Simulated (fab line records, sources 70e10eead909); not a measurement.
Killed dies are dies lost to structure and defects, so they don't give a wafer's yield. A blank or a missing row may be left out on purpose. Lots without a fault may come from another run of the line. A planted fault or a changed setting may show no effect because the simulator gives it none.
A sampling plan put to the test | flow nand_harc | one fab line, 40 faults that these records tell of, each judged on the records of the lots that it struck; 2 more are left out, because the records don't allow judging them
The plan is the line's own looks: the steps of the route at which a gauge or an inspection reads the wafer and doesn't change it. A look can be judged if struck wafers have a number there and the file gives its usual mean and standard deviation on fault-free wafers. Caught: at a look after the fault's first step, the mean of the struck wafers lies 4 or more of those standard deviations (sigma) from the usual mean. On the tool: the same test on the tool's own readings at the fault's steps. Another recipe on the struck wafers, or a record that is blank for them alone, also counts as caught.

THE FAULTS, as the simulator had put them in
1. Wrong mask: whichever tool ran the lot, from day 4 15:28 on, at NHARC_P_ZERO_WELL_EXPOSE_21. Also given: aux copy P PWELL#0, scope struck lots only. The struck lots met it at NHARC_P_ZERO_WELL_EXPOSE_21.
2. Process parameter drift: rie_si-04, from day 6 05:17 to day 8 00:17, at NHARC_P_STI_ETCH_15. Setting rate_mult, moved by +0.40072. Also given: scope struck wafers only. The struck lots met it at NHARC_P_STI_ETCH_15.
3. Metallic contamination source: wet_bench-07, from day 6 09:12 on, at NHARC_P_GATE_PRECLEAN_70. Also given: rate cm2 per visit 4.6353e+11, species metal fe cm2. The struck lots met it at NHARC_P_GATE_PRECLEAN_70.
4. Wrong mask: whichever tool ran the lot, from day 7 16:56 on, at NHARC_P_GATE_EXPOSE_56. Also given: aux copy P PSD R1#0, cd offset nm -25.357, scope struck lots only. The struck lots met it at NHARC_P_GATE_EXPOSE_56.
5. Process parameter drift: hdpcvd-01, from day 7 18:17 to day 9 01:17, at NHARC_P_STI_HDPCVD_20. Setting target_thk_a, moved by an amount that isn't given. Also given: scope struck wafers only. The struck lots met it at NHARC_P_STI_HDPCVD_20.
6. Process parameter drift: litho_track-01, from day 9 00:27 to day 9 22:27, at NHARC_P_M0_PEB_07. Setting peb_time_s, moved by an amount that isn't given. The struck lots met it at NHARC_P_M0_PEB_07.
7. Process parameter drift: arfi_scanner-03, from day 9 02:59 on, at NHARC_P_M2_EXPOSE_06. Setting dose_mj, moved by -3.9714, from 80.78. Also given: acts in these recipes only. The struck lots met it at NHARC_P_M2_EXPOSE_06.
8. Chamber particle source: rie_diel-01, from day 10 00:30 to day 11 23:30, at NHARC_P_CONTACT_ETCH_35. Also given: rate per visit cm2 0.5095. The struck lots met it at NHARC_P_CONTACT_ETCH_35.
9. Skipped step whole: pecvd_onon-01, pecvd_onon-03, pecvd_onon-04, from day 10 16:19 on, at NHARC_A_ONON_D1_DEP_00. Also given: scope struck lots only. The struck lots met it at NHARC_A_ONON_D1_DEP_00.
10. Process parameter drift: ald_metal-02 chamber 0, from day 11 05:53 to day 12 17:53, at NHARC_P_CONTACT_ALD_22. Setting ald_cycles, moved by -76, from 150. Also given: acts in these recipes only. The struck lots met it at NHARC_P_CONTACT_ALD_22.
11. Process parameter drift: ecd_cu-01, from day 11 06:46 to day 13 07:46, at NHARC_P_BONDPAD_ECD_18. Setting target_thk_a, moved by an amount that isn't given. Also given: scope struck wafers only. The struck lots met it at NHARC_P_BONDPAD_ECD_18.
12. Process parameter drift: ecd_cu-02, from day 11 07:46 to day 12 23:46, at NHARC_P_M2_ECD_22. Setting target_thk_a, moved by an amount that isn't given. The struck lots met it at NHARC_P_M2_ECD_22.
13. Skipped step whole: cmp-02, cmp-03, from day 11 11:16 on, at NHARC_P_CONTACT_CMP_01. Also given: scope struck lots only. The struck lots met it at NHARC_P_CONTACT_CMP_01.
14. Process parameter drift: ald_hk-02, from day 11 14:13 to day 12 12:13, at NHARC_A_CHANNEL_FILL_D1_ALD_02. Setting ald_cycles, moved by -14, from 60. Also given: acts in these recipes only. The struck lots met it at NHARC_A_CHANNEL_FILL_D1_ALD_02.
15. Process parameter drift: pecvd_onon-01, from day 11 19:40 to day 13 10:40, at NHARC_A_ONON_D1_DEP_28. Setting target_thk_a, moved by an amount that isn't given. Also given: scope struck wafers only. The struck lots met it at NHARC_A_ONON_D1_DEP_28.
16. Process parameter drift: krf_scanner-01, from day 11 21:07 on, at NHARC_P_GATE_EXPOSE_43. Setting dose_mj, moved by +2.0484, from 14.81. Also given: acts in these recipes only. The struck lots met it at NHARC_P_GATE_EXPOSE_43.
17. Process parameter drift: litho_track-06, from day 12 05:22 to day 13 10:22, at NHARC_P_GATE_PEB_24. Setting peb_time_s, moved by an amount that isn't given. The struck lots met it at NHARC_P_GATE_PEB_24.
18. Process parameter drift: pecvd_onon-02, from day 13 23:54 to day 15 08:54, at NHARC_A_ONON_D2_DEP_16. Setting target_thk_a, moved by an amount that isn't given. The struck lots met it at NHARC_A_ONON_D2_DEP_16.
19. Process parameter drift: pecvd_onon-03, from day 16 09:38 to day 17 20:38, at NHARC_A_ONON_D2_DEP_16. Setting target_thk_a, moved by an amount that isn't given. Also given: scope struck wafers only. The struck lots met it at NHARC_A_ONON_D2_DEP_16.
20. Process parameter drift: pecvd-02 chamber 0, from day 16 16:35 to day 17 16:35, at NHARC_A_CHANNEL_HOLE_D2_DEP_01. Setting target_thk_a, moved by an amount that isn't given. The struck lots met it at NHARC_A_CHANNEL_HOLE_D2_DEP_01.
21. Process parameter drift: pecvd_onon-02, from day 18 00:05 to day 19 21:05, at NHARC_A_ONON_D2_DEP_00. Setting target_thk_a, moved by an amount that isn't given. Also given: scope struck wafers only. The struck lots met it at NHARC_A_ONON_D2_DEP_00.
22. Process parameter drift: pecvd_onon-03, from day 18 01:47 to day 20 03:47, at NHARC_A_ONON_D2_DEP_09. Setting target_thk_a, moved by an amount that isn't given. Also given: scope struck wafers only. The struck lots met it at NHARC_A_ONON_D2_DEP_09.
23. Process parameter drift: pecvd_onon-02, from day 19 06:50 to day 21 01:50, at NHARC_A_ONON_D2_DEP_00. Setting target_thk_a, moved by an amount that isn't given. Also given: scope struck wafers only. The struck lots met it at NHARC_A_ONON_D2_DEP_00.
24. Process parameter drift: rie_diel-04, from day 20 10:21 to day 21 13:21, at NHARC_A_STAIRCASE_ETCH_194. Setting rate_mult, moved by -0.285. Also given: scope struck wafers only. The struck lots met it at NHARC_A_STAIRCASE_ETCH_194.
25. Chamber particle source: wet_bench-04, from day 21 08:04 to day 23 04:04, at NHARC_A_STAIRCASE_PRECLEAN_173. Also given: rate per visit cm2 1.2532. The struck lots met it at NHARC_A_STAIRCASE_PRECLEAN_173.
26. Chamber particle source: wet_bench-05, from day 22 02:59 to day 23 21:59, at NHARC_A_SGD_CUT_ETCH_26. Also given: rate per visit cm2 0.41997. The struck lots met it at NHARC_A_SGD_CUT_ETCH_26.
27. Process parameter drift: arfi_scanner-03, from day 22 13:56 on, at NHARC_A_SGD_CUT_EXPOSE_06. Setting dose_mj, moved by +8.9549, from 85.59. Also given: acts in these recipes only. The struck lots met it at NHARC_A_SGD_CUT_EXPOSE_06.
28. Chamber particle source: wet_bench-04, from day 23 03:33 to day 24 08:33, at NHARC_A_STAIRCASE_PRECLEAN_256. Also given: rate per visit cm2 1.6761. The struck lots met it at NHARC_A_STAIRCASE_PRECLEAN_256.
29. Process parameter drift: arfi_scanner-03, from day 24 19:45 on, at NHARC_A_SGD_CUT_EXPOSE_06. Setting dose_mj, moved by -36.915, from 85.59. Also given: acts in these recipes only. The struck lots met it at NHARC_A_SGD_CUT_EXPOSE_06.
30. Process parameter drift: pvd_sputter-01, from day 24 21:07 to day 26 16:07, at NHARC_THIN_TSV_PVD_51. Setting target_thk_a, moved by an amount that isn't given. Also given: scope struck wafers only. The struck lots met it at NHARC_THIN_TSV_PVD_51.
31. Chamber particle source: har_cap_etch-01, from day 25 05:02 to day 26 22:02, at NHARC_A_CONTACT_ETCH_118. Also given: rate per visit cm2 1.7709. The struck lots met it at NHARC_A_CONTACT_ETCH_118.
32. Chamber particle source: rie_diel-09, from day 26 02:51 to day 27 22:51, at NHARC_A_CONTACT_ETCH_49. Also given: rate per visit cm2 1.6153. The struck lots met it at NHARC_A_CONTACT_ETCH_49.
33. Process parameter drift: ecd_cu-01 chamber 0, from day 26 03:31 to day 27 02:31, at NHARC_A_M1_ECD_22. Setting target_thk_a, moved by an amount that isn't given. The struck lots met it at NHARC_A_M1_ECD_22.
34. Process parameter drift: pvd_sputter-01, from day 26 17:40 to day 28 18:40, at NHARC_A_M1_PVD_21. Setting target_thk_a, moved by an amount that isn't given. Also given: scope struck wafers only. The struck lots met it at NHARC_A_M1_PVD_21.
35. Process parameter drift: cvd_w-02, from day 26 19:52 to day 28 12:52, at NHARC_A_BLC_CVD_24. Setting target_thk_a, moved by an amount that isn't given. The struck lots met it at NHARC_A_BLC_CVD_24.
36. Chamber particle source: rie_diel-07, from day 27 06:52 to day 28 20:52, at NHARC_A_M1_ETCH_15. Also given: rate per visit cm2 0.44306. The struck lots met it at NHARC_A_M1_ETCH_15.
37. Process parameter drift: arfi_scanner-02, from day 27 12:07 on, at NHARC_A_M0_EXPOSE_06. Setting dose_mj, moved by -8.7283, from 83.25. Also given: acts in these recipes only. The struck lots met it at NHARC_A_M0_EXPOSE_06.
38. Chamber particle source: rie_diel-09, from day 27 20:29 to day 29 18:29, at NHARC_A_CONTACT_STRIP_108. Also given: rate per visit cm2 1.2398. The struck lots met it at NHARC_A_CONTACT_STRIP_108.
39. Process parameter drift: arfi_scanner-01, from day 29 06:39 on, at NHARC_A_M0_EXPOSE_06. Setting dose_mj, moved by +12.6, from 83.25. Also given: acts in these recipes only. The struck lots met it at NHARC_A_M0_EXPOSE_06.
40. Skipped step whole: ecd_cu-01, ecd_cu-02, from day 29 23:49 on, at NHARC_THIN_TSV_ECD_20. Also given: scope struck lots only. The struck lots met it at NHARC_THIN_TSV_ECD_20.

WHAT THE PLAN SAW
fault | on the tool itself                               | first look that catches it                      | reading, sigma                                                  | median hours from its first step to that look | hours from the fault's start to the first struck lot there | judged looks passed uncaught
1     | no reading that can be judged                    | NHARC_END_SORT_01                               | killed_at_periphery +99 or beyond                               | 541.5                                         | 546                                                        | 0
2     | oes_product_au +20 sigma                         | NHARC_P_STI_OCD_MEAS_17                         | trench_depth_nm +23                                             | 0.2                                           | 11                                                         | 0
3     | under 2 sigma                                    | NHARC_END_WLT_00                                | VT_DECK1_MIDDLE_INNER +4.4                                      | 492.1                                         | 509                                                        | 1
4     | under 2 sigma                                    | NHARC_P_GATE_CD_MEAS_59                         | cd_nm -19                                                       | 0.2                                           | 0                                                          | 0
5     | no reading that can be judged                    | NHARC_END_SORT_01                               | killed_at_periphery +99 or beyond                               | 505.5                                         | 500                                                        | 0
6     | heater_power_total_W +70 sigma                   | NHARC_P_M0_CD_MEAS_09                           | cd_nm -17                                                       | 0.1                                           | 3                                                          | 0
7     | exposure_dose_mJ_cm2 -43 sigma                   | NHARC_P_M2_CD_MEAS_09                           | cd_nm -4.7                                                      | 0.1                                           | 15                                                         | 0
8     | under 2 sigma                                    | NHARC_END_SORT_01                               | killed_at_periphery +15                                         | 446.5                                         | 446                                                        | 1
9     | the tool's record is blank for the struck wafers | NHARC_END_SORT_01                               | killed_at_array +32                                             | 402.3                                         | 401                                                        | 0
10    | under 2 sigma                                    | NHARC_END_SORT_01                               | killed_at_periphery +99 or beyond                               | 455.1                                         | 472                                                        | 0
11    | under 2 sigma                                    | NHARC_END_SORT_01                               | killed_at_periphery +99 or beyond                               | 433.2                                         | 427                                                        | 0
12    | no reading that can be judged                    | not the one look that can be judged after it    | -                                                               | -                                             | -                                                          | 1
13    | the tool's record is blank for the struck wafers | NHARC_END_SORT_01                               | killed_at_periphery +99 or beyond                               | 460.4                                         | 465                                                        | 0
14    | under 2 sigma                                    | not the one look that can be judged after it    | strongest: VT_DECK1_TOP_INNER at NHARC_END_WLT_00, -3.4         | -                                             | -                                                          | 1
15    | no reading that can be judged                    | NHARC_A_ONON_D1_THK_MEAS_30                     | thk_nm +51                                                      | 0.3                                           | 4                                                          | 0
16    | exposure_dose_mJ_cm2 +99 or beyond sigma         | NHARC_P_GATE_CD_MEAS_46                         | cd_nm +11                                                       | 0.2                                           | 34                                                         | 0
17    | under 2 sigma                                    | NHARC_P_GATE_CD_MEAS_26                         | cd_nm -8.7                                                      | 0.1                                           | 14                                                         | 0
18    | under 2 sigma                                    | NHARC_A_ONON_D2_THK_MEAS_18                     | thk_nm -26                                                      | 0.5                                           | 5                                                          | 0
19    | no reading that can be judged                    | NHARC_A_ONON_D2_THK_MEAS_18                     | thk_nm -23                                                      | 0.5                                           | 8                                                          | 0
20    | under 2 sigma                                    | NHARC_END_SORT_01                               | killed_at_array +29                                             | 277.9                                         | 286                                                        | 0
21    | no reading that can be judged                    | NHARC_A_ONON_D2_THK_MEAS_02                     | thk_nm -9.5                                                     | 0.5                                           | 13                                                         | 0
22    | only faintly: n2_flow_sccm -2.1 sigma            | NHARC_A_ONON_D2_THK_MEAS_11                     | thk_nm +11                                                      | 0.5                                           | 48                                                         | 0
23    | no reading that can be judged                    | NHARC_A_ONON_D2_THK_MEAS_02                     | thk_nm -42                                                      | 0.5                                           | 11                                                         | 0
24    | oes_product_au -18 sigma                         | NHARC_END_SORT_01                               | killed_at_array +32                                             | 206.8                                         | 204                                                        | 0
25    | no reading that can be judged                    | NHARC_END_SORT_01                               | killed_dies +4.4                                                | 214.4                                         | 229                                                        | 1
26    | no reading that can be judged                    | none of the 2 looks that can be judged after it | strongest: raw_defect_count at NHARC_A_SGD_CUT_INSPECT_25, +3.0 | -                                             | -                                                          | 2
27    | exposure_dose_mJ_cm2 +76 sigma                   | NHARC_A_SGD_CUT_CD_MEAS_09                      | cd_nm +10                                                       | 0.1                                           | 21                                                         | 0
28    | under 2 sigma                                    | NHARC_END_SORT_01                               | killed_at_array +4.6                                            | 215.3                                         | 231                                                        | 0
29    | exposure_dose_mJ_cm2 -99 or beyond sigma         | NHARC_A_SGD_CUT_CD_MEAS_09                      | cd_nm -57                                                       | 0.1                                           | 19                                                         | 0
30    | under 2 sigma                                    | NHARC_END_SORT_01                               | killed_at_other +99 or beyond                                   | 14.9                                          | 20                                                         | 1
31    | no reading that can be judged                    | NHARC_END_SORT_01                               | killed_at_array +4.0                                            | 74.6                                          | 83                                                         | 1
32    | under 2 sigma                                    | not the one look that can be judged after it    | strongest: killed_at_array at NHARC_END_SORT_01, +3.9           | -                                             | -                                                          | 1
33    | under 2 sigma                                    | no look after it can be judged                  | -                                                               | -                                             | -                                                          | 0
34    | under 2 sigma                                    | NHARC_END_SORT_01                               | sort_bin_2_pct +76                                              | 35.4                                          | 46                                                         | 0
35    | under 2 sigma                                    | not the one look that can be judged after it    | -                                                               | -                                             | -                                                          | 1
36    | under 2 sigma                                    | NHARC_END_SORT_01                               | sort_bin_2_pct +5.1                                             | 39.6                                          | 40                                                         | 0
37    | exposure_dose_mJ_cm2 -99 or beyond sigma         | NHARC_A_M0_CD_MEAS_09                           | cd_nm -10                                                       | 0.1                                           | 38                                                         | 0
38    | no reading that can be judged                    | not the one look that can be judged after it    | strongest: killed_at_array at NHARC_END_SORT_01, +3.1           | -                                             | -                                                          | 1
39    | exposure_dose_mJ_cm2 +97 sigma                   | NHARC_A_M0_CD_MEAS_09                           | cd_nm +7.8                                                      | 0.1                                           | 40                                                         | 0
40    | no reading that can be judged                    | NHARC_END_SORT_01                               | killed_at_other +99 or beyond                                   | 12.7                                          | 21                                                         | 0
A dash: the fault isn't caught, or these records don't give the number.

Caught at a look: 33 of 40. Caught on the tool: 11 of 40. By one or the other: 33 of 40.
Caught at a look alone: faults 1, 3, 4, 5, 8, 10, 11, 15, 17, 18, 19, 20, 21, 22, 23, 25, 28, 30, 31, 34, 36, 40.
Caught by neither: faults 12, 14, 26, 32, 33, 35, 38.

THINNER SAMPLING
If the look that catches a fault measured only every second or every third lot, by lot number, the first struck lot would be measured this late in the worst case:
fault | struck lots at that look, in order of time | every lot | every second lot | every third lot
1     | L609                                       | 546 h     | may miss it      | may miss it
2     | L327, L330                                 | 11 h      | 38 h             | may miss all 2
3     | L992, L997                                 | 509 h     | 538 h            | may miss all 2
4     | L331                                       | 0 h       | may miss it      | may miss it
5     | L683, L682, L684                           | 500 h     | 508 h            | 539 h
6     | L417, L419                                 | 3 h       | may miss all 2   | may miss all 2
7     | L717, L718, L721                           | 15 h      | 26 h             | may miss all 3
8     | L434, L436                                 | 446 h     | may miss all 2   | may miss all 2
9     | L814, L815, L813                           | 401 h     | 409 h            | 409 h
10    | L604, L603                                 | 472 h     | 473 h            | may miss all 2
11    | L383, L385                                 | 427 h     | may miss all 2   | may miss all 2
13    | L920, L919                                 | 465 h     | 474 h            | may miss all 2
15    | L781, L783                                 | 4 h       | may miss all 2   | may miss all 2
16    | L781, L782                                 | 34 h      | 48 h             | may miss all 2
17    | L147, L149                                 | 14 h      | may miss all 2   | may miss all 2
18    | L640, L642                                 | 5 h       | may miss all 2   | may miss all 2
19    | L798, L799                                 | 8 h       | 24 h             | may miss all 2
20    | L713, L710                                 | 286 h     | 287 h            | may miss all 2
21    | L588, L590                                 | 13 h      | may miss all 2   | may miss all 2
22    | L192                                       | 48 h      | may miss it      | may miss it
23    | L697, L699, L700                           | 11 h      | 38 h             | may miss all 3
24    | L881, L884                                 | 204 h     | 235 h            | may miss all 2
25    | L264                                       | 229 h     | may miss it      | may miss it
27    | L463, L461, L464, L465                     | 21 h      | 35 h             | 76 h
28    | L905, L904                                 | 231 h     | 235 h            | may miss all 2
29    | L390, L388                                 | 19 h      | may miss all 2   | may miss all 2
30    | L258, L259                                 | 20 h      | 54 h             | may miss all 2
31    | L728, L730, L732                           | 83 h      | may miss all 3   | 120 h
34    | L344, L348                                 | 46 h      | may miss all 2   | may miss all 2
36    | L141                                       | 40 h      | may miss it      | may miss it
37    | L548, L549                                 | 38 h      | 42 h             | may miss all 2
39    | L804, L805                                 | 40 h      | 101 h            | may miss all 2
40    | L454, L453, L452                           | 21 h      | 21 h             | 29 h
Hours are from the fault's start to the first struck lot that is measured. The limit of 4 sigma was tested on all struck wafers together, so one lot alone may lie under it. Other struck lots may not be in these records.

THE LONGEST TIMED WAY FROM STEP TO LOOK
Fault 1: a median of 541.5 hours passes between NHARC_P_ZERO_WELL_EXPOSE_21 and NHARC_END_SORT_01. No look between them can be judged.
